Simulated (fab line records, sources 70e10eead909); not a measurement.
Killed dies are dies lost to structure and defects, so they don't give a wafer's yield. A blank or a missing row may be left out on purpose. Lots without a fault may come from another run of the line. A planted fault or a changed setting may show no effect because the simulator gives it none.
Chamber matching | flow nand_harc | NHARC_A_CHANNEL_FILL_D1_ETCHBACK_19 on rie_si-03: 4 sister chambers
The step etches the open film in HBr/Cl2, target depth 5 nm, time 1.7 s. 7 wafers are shown with their chamber, then 8 later ones without.

WAFERS WITH THEIR CHAMBER
wafer  | chamber | drypump_motor_current_A (A) | oes_product_au (a.u.)
L480.3 | 2       | 6.5                         | 0.981
L482.2 | 1       | 5.7                         | 1.002
L483.5 | 2       | 6.5                         | 0.988
L484.1 | 3       | 6.0                         | 0.980
L484.4 | 0       | 6.5                         | 1.015
L484.6 | 0       | 6.5                         | 1.021
L487.1 | 3       | 6.1                         | 0.985

WAFERS WITHOUT THEIR CHAMBER
wafer  | drypump_motor_current_A (A) | oes_product_au (a.u.)
L487.4 | 5.7                         | 1.013
L487.5 | 6.5                         | 1.001
L496.2 | 6.1                         | 1.002
L496.3 | 6.5                         | 0.982
L496.5 | 6.5                         | 0.977
L498.1 | 5.7                         | 1.006
L498.3 | 6.5                         | 0.973
L498.4 | 6.5                         | 1.016

WHICH CHAMBER EACH WENT THROUGH
wafer  | from the rows above     | in truth
L487.4 | 1                       | 1
L487.5 | can't be placed: 2 or 0 | 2
L496.2 | 3                       | 3
L496.3 | 2                       | 2
L496.5 | 2                       | 2
L498.1 | 1                       | 1
L498.3 | 2                       | 2
L498.4 | 0                       | 0
Placed correctly: 7 of 8. Can't be placed from these rows: 1 (the true chamber is among the candidates in 1). Placed wrongly: 0.
How it was worked out, from the rows above alone: a wafer's distance from a chamber is the root of the sum, over the readings, of the square of ((its reading less the chamber's mean) divided by the reading's scatter). The wafer belongs to the nearest chamber; if the next one is less than 2 further off, it can't be placed. A chamber's mean is the mean of its shown wafers. The scatter: the root of (the sum of the squares of (reading less its chamber's mean) over the shown wafers, divided by (wafers less chambers)).
